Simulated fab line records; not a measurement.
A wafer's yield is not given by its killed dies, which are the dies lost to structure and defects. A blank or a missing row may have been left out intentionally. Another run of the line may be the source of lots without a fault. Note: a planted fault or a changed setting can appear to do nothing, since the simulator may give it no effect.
A struck lot beside a sound one / flow n5 finfet / 38 steps out of a route of 1938
Sound: wafers L141.1, L141.2, L141.5. Struck: wafers L149.2, L149.3, L149.6. The cause comes at the end.
At each step with rows: each side's tool, then ch and its chambers, then its first start. Under that, the readings that differ: sound wafers / struck wafers / difference of the means / sigmas: that difference in standard deviations of wafers without a fault.
alike: words and numbers the same on both sides, and readings whose means are apart by under 2 such deviations; not compared: readings that were withheld, readings missing a value for some wafer, numbers with overlapping values and no deviation given by the record, and bounds like >300 which may hide the same value.
Wherever a step has rows on one side only, a row that says differs or no value, or a row with sigmas, the two part there. Numbers that have no deviation but don't overlap get no sigmas and don't part them. Lack of a reading on every wafer of one side parts them only where that side has two or more wafers.

first, 11 steps without rows for these wafers: N5_FIN_SAQP_SPACER1_ETCHBACK_25 (etches SiO2 in CHF3/O2, target depth 24.4 nm, time 12.2 s); N5_FIN_SAQP_MANDREL1_REMOVE_56 (chemistry HBr/Cl2/O2, target a-Si, stops on SiNx, bt time 10 s); N5_FIN_SAQP_ETCH_57 (etches SiNx in CH3F/O2, target depth 32.5 nm, time 46.4 s); N5_FIN_SAQP_ETCH_65 (etches SiO2 in CF4, target depth 4 nm, time 4.4 s); N5_FIN_SAQP_MANDREL_ETCH_58 (etches a-Si in HBr/Cl2, stops on SiNx, target depth 45 nm, bt time 10 s, time 27 s); N5_FIN_SAQP_RECESS_63 (chemistry HF/NH3, target SiO2, target depth 18 nm, afs cycles 3, sublimation time 60 s); N5_FIN_SAQP_COAT_68 (time 60 s, resist thk 100 nm); N5_FIN_SAQP_ETCH_69 (etches SOC in N2/H2, stops on SiNx, target depth 150 nm); N5_FIN_SAQP_ETCH_67 (etches SiNx in CH3F/O2, target depth 30 nm); N5_FIN_SAQP_STRIP_70 (strips in N2/H2); N5_FIN_SAQP_RECESS_71 (chemistry HF/NH3, target SiO2, target depth 3 nm, afs cycles 1, sublimation time 60 s).
N5_FIN_SAQP_SPACER2_ALD_28: deposits SiO2, target thk 8.1 nm, pulse time 1 s, purge time 2 s.
  sound on ald sin-02 ch 1,2,3, day 5 04:08; struck on ald sin-02 ch 1,2,3, day 7 03:00
reading=model.SiO2_of_FIN_SAQP_SPACER2_ALD_28.thk nm (nm); sound=8.2 8.2 8; struck=3 2.8 3; difference=-5; sigmas=
  alike: heater power w, precursor pulse height rel
  not compared: since wet clean h
then, 1 step without rows for these wafers: N5_FIN_SAQP_SPACER2_ETCHBACK_29 (etches SiO2 in CHF3/O2, target depth 12.2 nm, time 6.1 s).
N5_FIN_SAQP_MANDREL2_REMOVE_60: chemistry HBr/Cl2/O2, target a-Si, stops on SiNx, bt time 10 s.
  sound on rie si-04 ch 2,3, day 5 04:33; struck on rie si-05 ch 1,3, day 7 03:25
reading=drypump motor current A (A); sound=6.4 5.7 6.4; struck=5.0 5.1 5.1; difference=-1.1; sigmas=-3
reading=model.FIN_SAQP.cd nm (nm); sound=8 8 8; struck=3 2.6 2.6; difference=-5; sigmas=
  alike: bias w, oes product au, throttle valve pct
  not compared: rf hours counter h
N5_FIN_SAQP_CD_MEAS_31 targets a cd of 8 nm.
  sound on cd sem-02 ch 0, day 5 04:40; struck on cd sem-01 ch 0, day 7 03:31
reading=cd nm (nm); sound=8.02 7.78 8.19; struck=2.92 2.54 2.74; difference=-5.26; sigmas=-21
then, 3 steps without rows for these wafers: N5_FIN_SAQP_HM_OPEN_33 (chemistry CH3F/O2, target SiNx, target depth 49.4 nm, time 70.6 s); N5_FIN_SAQP_ETCH_34 (etches SiO2 in C4F6/O2, target depth 45 nm, time 15 s); N5_FIN_SAQP_STRIP_77 (strips in N2/H2, time 90 s).
N5_FIN_SAQP_HM_CD_35 targets a cd of 8 nm.
  struck on cd sem-02, day 7 03:47; sound on cd sem-01, day 5 04:55
reading=cd nm (nm); sound=7.87 7.92 7.64; struck=3.29 2.71 2.95; difference=-4.83; sigmas=-17
then, 1 step without rows for these wafers: N5_FIN_SAQP_ETCH_64 (etches SiO2 in CF4, target depth 1.5 nm).
N5_FIN_SAQP_FIN_ETCH_36: etches the open film in HBr/Cl2/O2, target depth 120 nm, time 50.4 s.
  sound on rie si-02 ch 0,1,2, day 5 04:59; struck on rie si-04 ch 1,2,3, day 7 03:51
reading=model.FIN_SAQP.cd nm (nm); sound=8 8.2 8; struck=3.2 2.4 2.8; difference=-5.3; sigmas=
  alike: bias w, drypump motor current A, oes product au, throttle valve pct
  not compared: rf hours counter h
N5_FIN_SAQP_CD_MEAS_37 targets a cd of 8 nm.
  struck on cd sem-03, day 7 03:58; sound on cd sem-01, day 5 05:07
reading=cd nm (nm); sound=7.84 7.97 8.10; struck=3.16 2.51 2.97; difference=-5.09; sigmas=-18
then, 14 steps without rows for these wafers: N5_FIN_SAQP_PRECLEAN_38 (cleans in O3/DIW, time 45 s); N5_FIN_SAQP_PRECLEAN_45 (cleans in dHF, time 10 s); N5_FIN_SAQP_SRD_39 (time 30 s); N5_FIN_CUT_COAT_18 (time 60 s, resist thk 230 nm); N5_FIN_CUT_COAT_19 (time 60 s, resist thk 20 nm); N5_FIN_CUT_COAT_29 (time 60 s, resist thk 10 nm); N5_FIN_CUT_COAT_02 (resist thk 30 nm); N5_FIN_CUT_EBR_04; N5_FIN_CUT_SOFTBAKE_03 (time 60 s); N5_FIN_CUT_EXPOSE_05 (exposes mask FIN CUT); N5_FIN_CUT_PEB_06 (peb time 60 s); N5_FIN_CUT_DEVELOP_07 (develop time 30 s); N5_FIN_CUT_DESCUM_13 (chemistry O2, time 7 s); N5_FIN_CUT_ETCH_30 (etches underlayer in N2/H2, target depth 13 nm, time 10.4 s).
N5_STI_FIN_REVEAL_CD_MEAS_22: target cd 6.238 nm, pitch 28 nm.
  struck on cd sem-01, day 7 14:40; sound on cd sem-01, day 5 16:33
reading=cd nm (nm); sound=6.43 6.33 6.33; struck=0.72 0.57 1.04; difference=-5.59; sigmas=-19
-- here the record skips 6 days between the struck wafers' starts before and after, leaving off in module STI_FIN_REVEAL and picking up in module BEOL_M4 (first step shown: number 1111 of the route) --
N5_BEOL_M4_RC_MEAS_101:
  sound on prober-02 ch 0, day 11 16:29; struck on prober-02 ch 0, day 13 09:29
reading=DIBL_N (mV/V); sound=35.1 36.7 33.9; struck=6.8 0.0 4.4; difference=-31.5; sigmas=-16
reading=DIBL_P (mV/V); sound=37.2 38.3 35.8; struck=-6.9 -14.8 -10.9; difference=-48.0; sigmas=-20
reading=IOFF_N (nA/um); sound=0.15 0.19 0.14; struck=0.00 0.00 0.00; difference=-0.16; sigmas=-5
reading=IOFF_N_85C (nA/um); sound=3.0 3.6 2.8; struck=0.1 0.0 0.1; difference=-3.1; sigmas=-5
reading=IOFF_N_LIN (nA/um); sound=0.071 0.083 0.067; struck=0.002 0.001 0.002; difference=-0.072; sigmas=-5
reading=IOFF_P (nA/um); sound=0.26 0.28 0.23; struck=0.01 0.00 0.01; difference=-0.25; sigmas=-6
reading=IOFF_P_85C (nA/um); sound=4.4 4.6 4.0; struck=0.2 0.1 0.2; difference=-4.2; sigmas=-7
reading=IOFF_P_LIN (nA/um); sound=0.123 0.126 0.112; struck=0.009 0.006 0.007; difference=-0.113; sigmas=-8
reading=ION_N (uA/um); sound=678 698 685; struck=446 408 418; difference=-263; sigmas=-19
reading=ION_P (uA/um); sound=483 484 479; struck=350 334 339; difference=-141; sigmas=-16
reading=SS_N (mV/dec); sound=71.3 72.2 70.9; struck=65.0 63.4 64.8; difference=-7.1; sigmas=-11
reading=SS_P (mV/dec); sound=73.0 73.4 72.3; struck=63.2 60.8 61.6; difference=-11.0; sigmas=-15
reading=VT_N (mV); sound=252 247 251; struck=320 337 326; difference=+78; sigmas=+20
reading=VT_N_LVT (mV); sound=100 98 101; struck=169 183 177; difference=+77; sigmas=+20
reading=VT_P (mV); sound=-242 -244 -248; struck=-294 -301 -298; difference=-53; sigmas=-16
reading=VT_P_LVT (mV); sound=-95 -95 -95; struck=-143 -149 -145; difference=-51; sigmas=-15

## WHERE THEY PART
First at N5_FIN_SAQP_MANDREL2_REMOVE_60; last, within this record, at N5_BEOL_M4_RC_MEAS_101.

WHY: what the simulator had put in
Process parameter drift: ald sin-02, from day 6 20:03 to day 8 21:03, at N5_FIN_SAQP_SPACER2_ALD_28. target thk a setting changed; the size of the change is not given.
